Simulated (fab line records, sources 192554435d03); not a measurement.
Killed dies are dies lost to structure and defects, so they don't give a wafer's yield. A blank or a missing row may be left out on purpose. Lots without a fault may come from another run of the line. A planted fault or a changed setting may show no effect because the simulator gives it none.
fab line records | flow n5_finfet
record lots=5 wafers=15 last_day=16
route steps=1938 shown BEOL_M2@897
lots that met no fault: from a run of the same line without faults
start_h: hours from the record's first day to the start of the lot's first wafer shown | wait_h: hours since the lot's step before | " the same as in the row above | L1.1+2: a row that stands for several wafers | - no value, or no start given | * or withheld: withheld | < > ~ a bound
route shown NAME@n: a module of which the file shows steps, and the number in the route of the first | usual: mean/standard deviation of fault-free wafers | same: alike in all rows | chamber/n: place in a boat | sites: the reading at each site | _std_site: their standard deviation | _edge_site: outer sites' mean less inner sites' | radius_mm: how far each site lies from the wafer's centre | mask NAME#n: copy n | behind: the tool/chamber that last shaped the wafer | hold: why the lot was held/for how many hours/how that ended | device: the transistor (n, p or np) that didn't switch | end of line: the same wafers' tests at the end of the route | a step without rows: its recipe alone | killed: dies lost to structure and defects at the first sort, not the wafer's yield | map: a wafer's dies, x killed, . not, _ none there
set.NAME: the setting as run; set.NAME@STEP: as run at that earlier step | model.NAME: the simulator's own value behind a step, which no gauge read
lots at some steps of the route; a table a step, a row a wafer
services: from which hour (start_h, from the record's first day; less than 0 if before it) a tool's chamber was out of use, for how many hours, and why
## steps
# step N5_BEOL_M2_SRD_43
# recipe time_s=30 temp_c=23 rinse_liquid=diw dry=ipa_marangoni
# usual temp_c=22.99/0.1
# columns lot.wafer tool chamber start_h wait_h temp_c
L076.3 wet_bench-04 2 171.96 0.0 23.12
L076.4 " 6 " " 22.98
L076.5 " 7 " " 23.12
L079.1 wet_bench-05 7 175.60 0.0 23.03
L079.2 " 2 " " 23.01
L079.5 " 3 " " 22.94
L084.2 wet_bench-03 0 204.62 0.0 22.89
L084.4 " 6 " " 23.04
L084.5 " 5 " " 23.09
L090.2 wet_bench-05 3 239.27 0.0 22.69
L090.3 " 7 " " 22.86
L090.5 " 1 " " 23.15
L094.1 wet_bench-04 6 256.16 0.0 22.97
L094.3 " 1 " " 22.81
L094.4 " 7 " " 23.08
# step N5_BEOL_M2_CD_MEAS_35
# recipe target_cd_nm=18 target_cd_y_nm=22.2 polarity=opening
# usual cd_nm=18.1/0.39
# columns lot.wafer tool chamber start_h wait_h cd_nm
L076.3 cd_sem-02 - 172.01 0.0 18.7
L076.4 " - " " 17.9
L076.5 " - " " 18.3
L079.1 cd_sem-02 - 175.64 0.0 18.4
L079.2 " - " " 17.4
L079.5 " - " " 17.5
L084.2 cd_sem-03 - 204.66 0.0 18.2
L084.4 " - " " 18.1
L084.5 " - " " 18.1
L090.2 cd_sem-02 - 239.32 0.0 18.0
L090.3 " - " " 18.4
L090.5 " - " " 17.8
L094.1 cd_sem-01 - 256.20 0.0 18.2
L094.3 " - " " 17.6
L094.4 " - " " 17.8
# step N5_BEOL_M2_DEGAS_44
# recipe ambient=vacuum temp_c=250 time_s=60
# usual heater_power_w=342/46
# columns lot.wafer tool chamber start_h wait_h heater_power_w
L076.3 pvd_sputter-03 - 172.05 0.0 311
L076.4 " - " " 358
L076.5 " - " " 318
L079.1 pvd_sputter-02 - 175.92 0.3 311
L079.2 " - " " 365
L079.5 " - " " 401
L084.2 pvd_sputter-01 - 204.79 0.1 363
L084.4 " - " " 435
L084.5 " - " " 350
L090.2 pvd_sputter-03 - 239.37 0.1 324
L090.3 " - " " 355
L090.5 " - " " 362
L094.1 pvd_sputter-02 - 256.57 0.4 283
L094.3 " - " " 358
L094.4 " - " " 309
# step N5_BEOL_M2_PRE_CLEAN_45
# recipe gas=H2/He time_s=30 temp_c=250
# usual heater_power_w=341/46
# columns lot.wafer tool chamber start_h wait_h heater_power_w
L076.3 pvd_sputter-03 - 172.09 0.0 328
L076.4 " - " " 362
L076.5 " - " " 314
L079.1 pvd_sputter-02 - 175.96 0.0 307
L079.2 " - " " 356
L079.5 " - " " 403
L084.2 pvd_sputter-01 - 204.83 0.0 352
L084.4 " - " " 462
L084.5 " - " " 344
L090.2 pvd_sputter-03 - 239.41 0.0 320
L090.3 " - " " 367
L090.5 " - " " 355
L094.1 pvd_sputter-02 - 256.61 0.0 280
L094.3 " - " " 351
L094.4 " - " " 306
# step N5_BEOL_M2_ALD_84
# recipe material=TaN target_thk_a=* temp_c=275 ald_precursor_family=PDMAT ald_co_reactant=NH3 pressure_torr=3 carrier_flow_sccm=1500 pulse_time_s=2 purge_time_s=3 co_reactant_purge_time_s=2 co_reactant_pulse_time_s=3 ald_cycles=30 precursor_vessel_temp_c=75 precursor_vessel_pressure_torr=26.25 precursor_vessel_carrier_sccm=1000
# usual heater_power_w=415/31 precursor_vessel_carrier_sccm=1000/3
# columns lot.wafer tool chamber start_h wait_h heater_power_w precursor_vessel_carrier_sccm
L076.3 ald_metal-04 1 172.16 0.1 434 1003
L076.4 " 3 " " 432 1002
L076.5 " 0 " " 392 1001
L079.1 ald_metal-01 1 176.04 0.1 436 1006
L079.2 " 3 " " 398 1002
L079.5 " 0 " " 391 997
L084.2 ald_metal-01 0 204.91 0.1 386 996
L084.4 " 3 " " 413 1003
L084.5 " 2 " " 454 1003
L090.2 ald_metal-04 2 239.51 0.1 482 998
L090.3 " 0 " " 390 1006
L090.5 " 1 " " 435 992
L094.1 ald_metal-04 0 256.67 0.0 395 998
L094.3 " 1 " " 438 1000
L094.4 " 2 " " 468 997
# step N5_BEOL_M2_SURFACE_TREAT_85
# recipe gas=Ar time_s=* ion_energy_ev=* ion_current_ma_cm2=0.5 pressure_mtorr=* ar_flow_sccm=30
# usual throttle_valve_pct=*
# columns lot.wafer tool chamber start_h wait_h throttle_valve_pct
L076.3 pvd_sputter-01 - 172.39 0.1 *
L076.4 " - " " *
L076.5 " - " " *
L079.1 pvd_sputter-01 - 176.31 0.2 *
L079.2 " - " " *
L079.5 " - " " *
L084.2 pvd_sputter-01 - 205.35 0.3 *
L084.4 " - " " *
L084.5 " - " " *
L090.2 pvd_sputter-02 - 241.16 1.5 *
L090.3 " - " " *
L090.5 " - " " *
L094.1 pvd_sputter-01 - 256.94 0.2 *
L094.3 " - " " *
L094.4 " - " " *
# step N5_BEOL_M2_CVD_47
# recipe material=Co target_thk_a=30 temp_c=withheld precursor=CCTBA/H2 pressure_torr=30 time_s=223.8
# columns lot.wafer tool chamber start_h wait_h
L076.3+4+5 cvd_co-02 1,0,1 172.45 0.0
L079.1+2+5 cvd_co-02 1,2,0 176.45 0.1
L084.2+4+5 cvd_co-02 0,2,0 205.41 0.0
L090.2+3+5 cvd_co-01 0,1,1 241.22 0.0
L094.1+3+4 cvd_co-02 1,2,2 257.01 0.0
# step N5_BEOL_M2_SPUTTER_48
# recipe material=Cu target_thk_a=45 temp_c=-20 chamber_pressure_pa=0.07 power_w=withheld time_s=8.29
# usual chamber_pressure_pa=0.07/0.00013 throttle_valve_pct=30.1/0.89
# columns lot.wafer tool chamber start_h wait_h chamber_pressure_pa throttle_valve_pct
L076.3 pvd_sputter-02 - 172.64 0.1 0.07002 29.4
L076.4 " - " " 0.07017 31.1
L076.5 " - " " 0.06995 29.9
L079.1 pvd_sputter-03 - 177.87 1.3 0.06998 30.7
L079.2 " - " " 0.0702 31.0
L079.5 " - " " 0.07006 30.7
L084.2 pvd_sputter-01 - 205.65 0.2 0.07021 30.6
L084.4 " - " " 0.0703 28.6
L084.5 " - " " 0.06997 30.3
L090.2 pvd_sputter-02 - 241.38 0.1 0.0699 29.3
L090.3 " - " " 0.07016 30.9
L090.5 " - " " 0.07021 29.5
L094.1 pvd_sputter-01 - 257.18 0.1 0.06991 29.5
L094.3 " - " " 0.0701 30.4
L094.4 " - " " 0.06977 28.5
# step N5_BEOL_M2_ANNEAL_49
# recipe temp_c=400 time_s=240 ambient=vacuum
# usual heater_power_w=854/120
# columns lot.wafer tool chamber start_h wait_h heater_power_w
L076.3 pvd_sputter-02 - 172.72 0.0 764
L076.4 " - " " 993
L076.5 " - " " 882
L079.1 pvd_sputter-03 - 177.95 0.0 756
L079.2 " - " " 790
L079.5 " - " " 759
L084.2 pvd_sputter-01 - 205.73 0.0 893
L084.4 " - " " 778
L084.5 " - " " 1127
L090.2 pvd_sputter-02 - 241.46 0.0 783
L090.3 " - " " 1002
L090.5 " - " " 770
L094.1 pvd_sputter-01 - 257.26 0.0 843
L094.3 " - " " 891
L094.4 " - " " 767
# step N5_BEOL_M2_SPUTTER_79
# recipe material=Cu target_thk_a=45 temp_c=-20 chamber_pressure_pa=0.07 power_w=withheld time_s=8.29
# usual chamber_pressure_pa=0.06999/0.00015 throttle_valve_pct=30.1/0.9
# columns lot.wafer tool chamber start_h wait_h chamber_pressure_pa throttle_valve_pct
L076.3 pvd_sputter-02 - 172.86 0.1 0.07026 29.6
L076.4 " - " " 0.06984 30.8
L076.5 " - " " 0.07021 30.0
L079.1 pvd_sputter-03 - 178.09 0.1 0.06983 30.9
L079.2 " - " " 0.06987 31.2
L079.5 " - " " 0.07016 30.7
L084.2 pvd_sputter-01 - 205.87 0.1 0.06983 30.6
L084.4 " - " " 0.06994 28.4
L084.5 " - " " 0.07009 30.0
L090.2 pvd_sputter-02 - 241.60 0.1 0.06986 29.6
L090.3 " - " " 0.06998 30.8
L090.5 " - " " 0.06989 29.5
L094.1 pvd_sputter-01 - 257.40 0.1 0.07005 29.2
L094.3 " - " " 0.0697 30.4
L094.4 " - " " 0.07003 28.4
# step N5_BEOL_M2_ANNEAL_80
# recipe temp_c=400 time_s=240 ambient=vacuum
# usual heater_power_w=855/120
# columns lot.wafer tool chamber start_h wait_h heater_power_w
L076.3 pvd_sputter-02 - 172.94 0.0 761
L076.4 " - " " 1030
L076.5 " - " " 902
L079.1 pvd_sputter-03 - 178.17 0.0 753
L079.2 " - " " 767
L079.5 " - " " 777
L084.2 pvd_sputter-01 - 205.95 0.0 866
L084.4 " - " " 761
L084.5 " - " " 1128
L090.2 pvd_sputter-02 - 241.68 0.0 762
L090.3 " - " " 1005
L090.5 " - " " 773
L094.1 pvd_sputter-01 - 257.48 0.0 863
L094.3 " - " " 888
L094.4 " - " " 768
# step N5_BEOL_M2_SPUTTER_81
# recipe material=Cu target_thk_a=45 temp_c=-20 chamber_pressure_pa=0.07 power_w=withheld time_s=8.29
# usual chamber_pressure_pa=0.07002/0.00015 throttle_valve_pct=30.1/0.88
# columns lot.wafer tool chamber start_h wait_h chamber_pressure_pa throttle_valve_pct
L076.3 pvd_sputter-02 - 173.08 0.1 0.06993 29.7
L076.4 " - " " 0.07012 30.9
L076.5 " - " " 0.07018 29.9
L079.1 pvd_sputter-03 - 178.31 0.1 0.07003 30.6
L079.2 " - " " 0.06989 31.4
L079.5 " - " " 0.06993 30.8
L084.2 pvd_sputter-01 - 206.09 0.1 0.07004 30.5
L084.4 " - " " 0.07023 28.6
L084.5 " - " " 0.07004 30.5
L090.2 pvd_sputter-02 - 241.82 0.1 0.07001 29.6
L090.3 " - " " 0.07001 30.9
L090.5 " - " " 0.06987 29.6
L094.1 pvd_sputter-01 - 257.62 0.1 0.07006 29.6
L094.3 " - " " 0.07018 30.4
L094.4 " - " " 0.06991 28.4
# step N5_BEOL_M2_ANNEAL_82
# recipe temp_c=400 time_s=240 ambient=vacuum
# usual heater_power_w=857/120
# columns lot.wafer tool chamber start_h wait_h heater_power_w
L076.3 pvd_sputter-02 - 173.16 0.0 774
L076.4 " - " " 1029
L076.5 " - " " 861
L079.1 pvd_sputter-03 - 178.39 0.0 757
L079.2 " - " " 815
L079.5 " - " " 773
L084.2 pvd_sputter-01 - 206.17 0.0 899
L084.4 " - " " 756
L084.5 " - " " 1155
L090.2 pvd_sputter-02 - 241.90 0.0 768
L090.3 " - " " 1017
L090.5 " - " " 770
L094.1 pvd_sputter-01 - 257.70 0.0 846
L094.3 " - " " 866
L094.4 " - " " 747
# step N5_BEOL_M2_SPUTTER_86
# recipe material=Cu target_thk_a=45 temp_c=-20 chamber_pressure_pa=0.07 power_w=withheld time_s=8.29
# usual chamber_pressure_pa=0.06999/0.00014 throttle_valve_pct=30.1/0.89
# columns lot.wafer tool chamber start_h wait_h chamber_pressure_pa throttle_valve_pct
L076.3 pvd_sputter-02 - 173.30 0.1 0.07017 29.5
L076.4 " - " " 0.07001 30.8
L076.5 " - " " 0.07002 29.6
L079.1 pvd_sputter-03 - 178.53 0.1 0.07009 30.7
L079.2 " - " " 0.07016 31.5
L079.5 " - " " 0.06992 30.8
L084.2 pvd_sputter-01 - 206.31 0.1 0.06995 30.4
L084.4 " - " " 0.07001 28.2
L084.5 " - " " 0.07008 30.4
L090.2 pvd_sputter-02 - 242.04 0.1 0.06999 29.5
L090.3 " - " " 0.07002 30.8
L090.5 " - " " 0.07002 29.3
L094.1 pvd_sputter-01 - 257.84 0.1 0.06998 29.6
L094.3 " - " " 0.07002 30.6
L094.4 " - " " 0.06992 28.6
# step N5_BEOL_M2_ANNEAL_87
# recipe temp_c=400 time_s=240 ambient=vacuum
# usual heater_power_w=855/120
# columns lot.wafer tool chamber start_h wait_h heater_power_w
L076.3 pvd_sputter-02 - 173.38 0.0 768
L076.4 " - " " 987
L076.5 " - " " 900
L079.1 pvd_sputter-03 - 178.61 0.0 767
L079.2 " - " " 789
L079.5 " - " " 753
L084.2 pvd_sputter-01 - 206.39 0.0 881
L084.4 " - " " 770
L084.5 " - " " 1116
L090.2 pvd_sputter-02 - 242.12 0.0 770
L090.3 " - " " 1007
L090.5 " - " " 767
L094.1 pvd_sputter-01 - 257.92 0.0 878
L094.3 " - " " 871
L094.4 " - " " 781
# step N5_BEOL_M2_SPUTTER_88
# recipe material=Cu target_thk_a=45 temp_c=-20 chamber_pressure_pa=0.07 power_w=withheld time_s=8.29
# usual chamber_pressure_pa=0.06998/0.00014 throttle_valve_pct=30.1/0.91
# columns lot.wafer tool chamber start_h wait_h chamber_pressure_pa throttle_valve_pct
L076.3 pvd_sputter-02 - 173.52 0.1 0.07015 29.7
L076.4 " - " " 0.06999 30.6
L076.5 " - " " 0.06998 29.9
L079.1 pvd_sputter-03 - 178.75 0.1 0.06992 31.1
L079.2 " - " " 0.06979 31.3
L079.5 " - " " 0.06996 30.9
L084.2 pvd_sputter-01 - 206.53 0.1 0.06979 30.5
L084.4 " - " " 0.07017 28.3
L084.5 " - " " 0.06988 30.1
L090.2 pvd_sputter-02 - 242.26 0.1 0.06994 29.5
L090.3 " - " " 0.06999 30.8
L090.5 " - " " 0.07009 29.4
L094.1 pvd_sputter-01 - 258.06 0.1 0.06977 29.6
L094.3 " - " " 0.07009 30.6
L094.4 " - " " 0.06997 28.4
# step N5_BEOL_M2_ANNEAL_89
# recipe temp_c=400 time_s=240 ambient=vacuum
# usual heater_power_w=856/120
# columns lot.wafer tool chamber start_h wait_h heater_power_w
L076.3 pvd_sputter-02 - 173.60 0.0 759
L076.4 " - " " 1036
L076.5 " - " " 904
L079.1 pvd_sputter-03 - 178.83 0.0 746
L079.2 " - " " 798
L079.5 " - " " 736
L084.2 pvd_sputter-01 - 206.61 0.0 879
L084.4 " - " " 756
L084.5 " - " " 1119
L090.2 pvd_sputter-02 - 242.34 0.0 774
L090.3 " - " " 1001
L090.5 " - " " 784
L094.1 pvd_sputter-01 - 258.14 0.0 874
L094.3 " - " " 895
L094.4 " - " " 750
# step N5_BEOL_M2_SPUTTER_90
# recipe material=Cu target_thk_a=45 temp_c=-20 chamber_pressure_pa=0.07 power_w=withheld time_s=8.29
# usual chamber_pressure_pa=0.07002/0.00015 throttle_valve_pct=30.1/0.91
# columns lot.wafer tool chamber start_h wait_h chamber_pressure_pa throttle_valve_pct
L076.3 pvd_sputter-02 - 173.74 0.1 0.07004 29.5
L076.4 " - " " 0.06999 30.9
L076.5 " - " " 0.0701 29.8
L079.1 pvd_sputter-03 - 178.97 0.1 0.07 31.1
L079.2 " - " " 0.07006 31.4
L079.5 " - " " 0.06994 30.9
L084.2 pvd_sputter-01 - 206.75 0.1 0.07022 30.1
L084.4 " - " " 0.06975 28.6
L084.5 " - " " 0.07 30.1
L090.2 pvd_sputter-02 - 242.48 0.1 0.06993 29.5
L090.3 " - " " 0.06987 30.9
L090.5 " - " " 0.0699 29.5
L094.1 pvd_sputter-01 - 258.28 0.1 0.06987 29.7
L094.3 " - " " 0.07014 30.6
L094.4 " - " " 0.07007 28.6
# step N5_BEOL_M2_ANNEAL_91
# recipe temp_c=400 time_s=240 ambient=vacuum
# usual heater_power_w=854/120
# columns lot.wafer tool chamber start_h wait_h heater_power_w
L076.3 pvd_sputter-02 - 173.82 0.0 748
L076.4 " - " " 998
L076.5 " - " " 885
L079.1 pvd_sputter-03 - 179.05 0.0 757
L079.2 " - " " 794
L079.5 " - " " 730
L084.2 pvd_sputter-01 - 206.83 0.0 861
L084.4 " - " " 773
L084.5 " - " " 1120
L090.2 pvd_sputter-02 - 242.56 0.0 774
L090.3 " - " " 994
L090.5 " - " " 767
L094.1 pvd_sputter-01 - 258.36 0.0 868
L094.3 " - " " 887
L094.4 " - " " 778
# step N5_BEOL_M2_SPUTTER_92
# recipe material=Cu target_thk_a=45 temp_c=-20 chamber_pressure_pa=0.07 power_w=withheld time_s=8.29
# usual chamber_pressure_pa=0.07002/0.00013 throttle_valve_pct=30.1/0.89
# columns lot.wafer tool chamber start_h wait_h chamber_pressure_pa throttle_valve_pct
L076.3 pvd_sputter-02 - 173.96 0.1 0.07014 29.5
L076.4 " - " " 0.07006 30.8
L076.5 " - " " 0.06996 29.5
L079.1 pvd_sputter-03 - 179.19 0.1 0.06991 30.8
L079.2 " - " " 0.06998 31.3
L079.5 " - " " 0.06985 31.0
L084.2 pvd_sputter-01 - 206.97 0.1 0.07002 30.5
L084.4 " - " " 0.07019 28.3
L084.5 " - " " 0.06993 30.2
L090.2 pvd_sputter-02 - 242.70 0.1 0.07007 29.6
L090.3 " - " " 0.06968 31.0
L090.5 " - " " 0.06992 29.6
L094.1 pvd_sputter-01 - 258.50 0.1 0.07035 29.4
L094.3 " - " " 0.06982 30.5
L094.4 " - " " 0.07002 28.3
# step N5_BEOL_M2_ANNEAL_93
# recipe temp_c=400 time_s=240 ambient=vacuum
# usual heater_power_w=855/120
# columns lot.wafer tool chamber start_h wait_h heater_power_w
L076.3 pvd_sputter-02 - 174.04 0.0 749
L076.4 " - " " 978
L076.5 " - " " 905
L079.1 pvd_sputter-03 - 179.27 0.0 752
L079.2 " - " " 774
L079.5 " - " " 747
L084.2 pvd_sputter-01 - 207.05 0.0 891
L084.4 " - " " 753
L084.5 " - " " 1116
L090.2 pvd_sputter-02 - 242.78 0.0 782
L090.3 " - " " 1018
L090.5 " - " " 762
L094.1 pvd_sputter-01 - 258.58 0.0 857
L094.3 " - " " 873
L094.4 " - " " 771
# step N5_BEOL_M2_SPUTTER_94
# recipe material=Cu target_thk_a=45 temp_c=-20 chamber_pressure_pa=0.07 power_w=withheld time_s=8.29
# usual chamber_pressure_pa=0.06999/0.00014 throttle_valve_pct=30.1/0.88
# columns lot.wafer tool chamber start_h wait_h chamber_pressure_pa throttle_valve_pct
L076.3 pvd_sputter-02 - 174.18 0.1 0.07023 29.6
L076.4 " - " " 0.06998 30.9
L076.5 " - " " 0.06987 29.6
L079.1 pvd_sputter-03 - 179.41 0.1 0.07004 30.5
L079.2 " - " " 0.06985 31.3
L079.5 " - " " 0.06988 30.8
L084.2 pvd_sputter-01 - 207.19 0.1 0.07002 30.8
L084.4 " - " " 0.07011 28.4
L084.5 " - " " 0.07012 29.9
L090.2 pvd_sputter-02 - 242.92 0.1 0.07011 29.5
L090.3 " - " " 0.07011 30.6
L090.5 " - " " 0.07013 29.7
L094.1 pvd_sputter-01 - 258.72 0.1 0.06993 29.5
L094.3 " - " " 0.06993 30.6
L094.4 " - " " 0.06998 28.4
# step N5_BEOL_M2_ANNEAL_95
# recipe temp_c=400 time_s=240 ambient=vacuum
# usual heater_power_w=854/120
# columns lot.wafer tool chamber start_h wait_h heater_power_w
L076.3 pvd_sputter-02 - 174.26 0.0 782
L076.4 " - " " 1005
L076.5 " - " " 885
L079.1 pvd_sputter-03 - 179.49 0.0 743
L079.2 " - " " 785
L079.5 " - " " 761
L084.2 pvd_sputter-01 - 207.27 0.0 910
L084.4 " - " " 750
L084.5 " - " " 1102
L090.2 pvd_sputter-02 - 243.00 0.0 766
L090.3 " - " " 974
L090.5 " - " " 765
L094.1 pvd_sputter-01 - 258.80 0.0 851
L094.3 " - " " 895
L094.4 " - " " 755
# step N5_BEOL_M2_SPUTTER_96
# recipe material=Cu target_thk_a=45 temp_c=-20 chamber_pressure_pa=0.07 power_w=withheld time_s=8.29
# usual chamber_pressure_pa=0.06998/0.00015 throttle_valve_pct=30.1/0.89
# columns lot.wafer tool chamber start_h wait_h chamber_pressure_pa throttle_valve_pct
L076.3 pvd_sputter-02 - 174.40 0.1 0.07006 29.5
L076.4 " - " " 0.06994 30.8
L076.5 " - " " 0.0699 29.8
L079.1 pvd_sputter-03 - 179.63 0.1 0.06964 30.9
L079.2 " - " " 0.06975 31.1
L079.5 " - " " 0.06982 30.9
L084.2 pvd_sputter-01 - 207.41 0.1 0.06997 30.5
L084.4 " - " " 0.06987 28.7
L084.5 " - " " 0.07006 30.3
L090.2 pvd_sputter-02 - 243.14 0.1 0.07 29.4
L090.3 " - " " 0.07006 30.8
L090.5 " - " " 0.07004 29.8
L094.1 pvd_sputter-01 - 258.94 0.1 0.06984 29.4
L094.3 " - " " 0.07006 30.5
L094.4 " - " " 0.07023 28.4
# step N5_BEOL_M2_ECD_50
# recipe material=Cu target_thk_a=3000
# columns lot.wafer tool chamber start_h wait_h
L076.3+4+5 ecd_cu-01 1,0,0 174.54 0.1
L079.1+2+5 ecd_cu-02 0,1,0 179.74 0.1
L084.2+4+5 ecd_cu-01 0 207.53 0.1
L090.2+3+5 ecd_cu-01 0 243.25 0.1
L094.1+3+4 ecd_cu-01 1,1,0 259.06 0.1
# step N5_BEOL_M2_ANNEAL_51
# recipe temp_c=225 time_s=90 ambient=N2
# usual wafer_temp_C_max=226.1/0.43
# columns lot.wafer tool chamber start_h wait_h wafer_temp_C_max
L076.3 rtp_anneal-02 0 174.77 0.2 226.8
L076.4 " 0 " " 226.7
L076.5 " 0 " " 226.5
L079.1 rtp_anneal-01 0 179.84 0.1 225.6
L079.2 " 0 " " 225.4
L079.5 " 0 " " 225.5
L084.2 rtp_anneal-01 0 207.65 0.1 226.2
L084.4 " 0 " " 226.1
L084.5 " 0 " " 226.0
L090.2 rtp_anneal-01 0 243.38 0.1 225.6
L090.3 " 0 " " 225.6
L090.5 " 0 " " 225.8
L094.1 rtp_anneal-02 0 259.54 0.5 226.6
L094.3 " 0 " " 226.1
L094.4 " 0 " " 226.9
# step N5_BEOL_M2_CMP_52
# recipe stop_on=SiOC t_overpolish_s=6.8 down_force_psi=1 platen_rpm=50 clearing_platen_down_force_psi=1.5 clearing_platen_rpm=50 post_cmp_clean=cu_alkaline target_thk_nm=40 clearing_platen_pad_velocity_m_s=0.99484 pad_velocity_m_s=0.99484
# usual barrier_field_endpoint_s=24.8/0.68 motor_current_A=6.2/0.59 overpolish_run_s=6.801/0.01 pad_life_wafers=790/580 time_to_endpoint_s=64/3.7
# columns lot.wafer tool chamber start_h wait_h barrier_field_endpoint_s motor_current_A overpolish_run_s pad_life_wafers time_to_endpoint_s
L076.3 cmp-01 1 175.02 0.2 25.2 6.5 6.797 1045 65
L076.4 " 2 " " 25.4 6.2 6.800 1046 64
L076.5 " 1 " " 25.5 6.4 6.799 - 63
L079.1 cmp-02 0 180.41 0.5 24.5 5.8 6.805 192 61
L079.2 " 2 " " 25.1 6.8 6.803 194 67
L079.5 " 1 " " 25.1 6.8 6.799 - 66
L084.2 cmp-02 1 207.90 0.2 25.8 7.0 6.787 396 65
L084.4 " 3 " " 26.0 5.4 6.805 398 67
L084.5 " 1 " " 24.9 7.0 6.792 - 63
L090.3 cmp-01 3 243.67 0.2 25.1 6.2 6.790 1525 63
L090.2 " 1 " " 25.1 6.3 6.808 1527 63
L090.5 " 2 " " 24.6 6.3 6.806 - 64
L094.3 cmp-01 2 259.88 0.2 24.9 6.4 6.781 1669 63
L094.1 " 3 " " 24.3 6.4 6.793 1670 62
L094.4 " 0 " " 25.6 5.7 6.799 1671 63
# step N5_BEOL_M2_THK_MEAS_53
# recipe thk_meas_gauge=xrf reads=Cu_of_BEOL_M2_ECD_50
# usual M2_THK=39.9/1.7
# columns lot.wafer tool chamber start_h wait_h M2_THK[nm]
L076.3 film_metro-02 - 175.28 - 39.7
L076.4 " - " " 37.6
L076.5 " - " " 40.5
L079.1 film_metro-02 - 180.71 - 41.3
L079.2 " - " " 44.1
L079.5 " - " " 43.0
L084.2 film_metro-02 - 208.20 - 39.0
L084.4 " - " " 39.8
L084.5 " - " " 39.8
L090.2 film_metro-02 - 243.92 - 38.4
L090.3 " - " " 40.4
L090.5 " - " " 38.4
L094.1 film_metro-02 - 260.13 - 37.4
L094.3 " - " " 41.2
L094.4 " - " " 39.5
# step N5_BEOL_M2_PRE_CLEAN_60
# recipe gas=NH3/H2 time_s=15 temp_c=* rf_power_w=300
# usual heater_power_w=99/9.8
# columns lot.wafer tool chamber start_h wait_h heater_power_w
L076.3 cvd_co-02 2 175.31 0.0 98
L076.4 " 0 " " 88
L076.5 " 2 " " 95
L079.1 cvd_co-02 0 180.74 0.0 87
L079.2 " 2 " " 96
L079.5 " 1 " " 99
L084.2 cvd_co-01 2 208.24 0.0 95
L084.4 " 1 " " 93
L084.5 " 0 " " 121
L090.2 cvd_co-02 1 243.96 0.0 98
L090.3 " 2 " " 98
L090.5 " 0 " " 91
L094.1 cvd_co-01 2 260.21 0.1 97
L094.3 " 1 " " 95
L094.4 " 0 " " 120
# step N5_BEOL_M2_CO_CAP_55
# recipe material=Co target_thk_a=20 temp_c=200 precursor=CCTBA/H2 pressure_torr=30 time_s=102.1
# usual heater_power_w=253/12
# columns lot.wafer tool chamber start_h wait_h heater_power_w
L076.3 cvd_co-02 2 175.35 0.0 254
L076.4 " 0 " " 239
L076.5 " 2 " " 246
L079.1 cvd_co-02 0 180.78 0.0 242
L079.2 " 2 " " 253
L079.5 " 1 " " 256
L084.2 cvd_co-01 2 208.28 0.0 245
L084.4 " 1 " " 252
L084.5 " 0 " " 272
L090.2 cvd_co-02 1 244.00 0.0 256
L090.3 " 2 " " 248
L090.5 " 0 " " 244
L094.1 cvd_co-01 2 260.25 0.0 243
L094.3 " 1 " " 251
L094.4 " 0 " " 277
# step N5_BEOL_M2_PRE_CLEAN_56
# recipe gas=NH3 time_s=15 temp_c=withheld rf_power_w=300
# columns lot.wafer tool chamber start_h wait_h
L076.3+4+5 pecvd-04 2,2,1 175.44 0.1
L079.1+2+5 pecvd-01 1,2,0 180.88 0.1
L084.2+4+5 pecvd-01 1,0,0 208.37 0.1
L090.2+3+5 pecvd-04 0,0,2 244.09 0.1
L094.1+3+4 pecvd-03 1,0,1 260.34 0.1
# step N5_BEOL_M2_DEP_57
# recipe material=SiCN target_thk_a=80 temp_c=withheld precursor=3MS/NH3 pressure_torr=3 rf_w=202 time_s=14
# usual showerhead_plenum_p_Torr=3.672/0.011 throttle_valve_pct=9.0/0.58
# columns lot.wafer tool chamber start_h wait_h showerhead_plenum_p_Torr throttle_valve_pct
L076.3 pecvd-04 2 175.47 0.0 3.663 8.9
L076.4 " 2 " " 3.670 8.5
L076.5 " 1 " " 3.686 9.8
L079.1 pecvd-01 1 180.90 0.0 3.677 8.5
L079.2 " 2 " " 3.669 8.9
L079.5 " 0 " " 3.650 9.2
L084.2 pecvd-01 1 208.40 0.0 3.683 8.9
L084.4 " 0 " " 3.653 9.5
L084.5 " 0 " " 3.653 9.1
L090.2 pecvd-04 0 244.13 0.0 3.687 9.3
L090.3 " 0 " " 3.688 9.3
L090.5 " 2 " " 3.657 8.9
L094.1 pecvd-03 1 261.73 1.4 3.675 9.1
L094.3 " 0 " " 3.670 8.8
L094.4 " 1 " " 3.670 9.2
# step N5_BEOL_M2_RS_MEAS_58
# recipe thk_meas_gauge=four-point-probe reads=Co_of_BEOL_M2_CO_CAP_55+Cu_of_BEOL_M2_ECD_50+Co_of_BEOL_M2_CVD_47+TaN_of_BEOL_M2_ALD_84
# usual M2_RS=0.68/0.035
# columns lot.wafer tool chamber start_h wait_h M2_RS[ohm/sq]
L076.3 film_metro-02 - 175.54 0.1 0.68
L076.4 " - " " 0.73
L076.5 " - " " 0.66
L079.1 film_metro-02 - 180.97 0.0 0.65
L079.2 " - " " 0.60
L079.5 " - " " 0.62
L084.2 film_metro-02 - 208.49 0.1 0.70
L084.4 " - " " 0.68
L084.5 " - " " 0.67
L090.2 film_metro-02 - 244.21 0.1 0.71
L090.3 " - " " 0.67
L090.5 " - " " 0.71
L094.1 film_metro-01 - 261.80 0.0 0.74
L094.3 " - " " 0.66
L094.4 " - " " 0.69
## services
# columns tool chamber start_h hours kind
cvd_co-01 - 149.56 6.8 repair
pvd_sputter-02 - 152.82 8.3 repair
pecvd-01 1 155.76 5.5 scheduled_down
pecvd-03 - 158.00 6.0 pm
cmp-01 - 162.61 1.0 repair
cvd_co-02 2 162.97 6.2 repair
cmp-01 - 173.77 0.7 repair
cmp-01 - 177.34 6.2 pm
cvd_co-01 - 193.17 1.1 repair
pecvd-01 0 196.20 4.1 repair
cmp-01 - 198.41 2.6 repair
pecvd-01 2 202.38 - clean
pecvd-01 2 202.38 - consumable_replace:showerhead
pecvd-01 2 202.38 29.0 scheduled_down
pecvd-01 2 202.38 29.0 vent_cycle
ald_metal-01 - 206.61 2.8 pm
rtp_anneal-02 - 220.97 2.9 pm
pecvd-03 - 225.44 0.3 repair
pecvd-04 1 225.77 26.1 repair
cmp-01 - 231.61 2.1 repair
wet_bench-04 - 243.97 1.9 pm
ald_metal-01 - 245.27 1.1 repair
cmp-02 - 258.41 2.0 repair
cvd_co-02 1 261.07 15.9 repair
## key
fault none
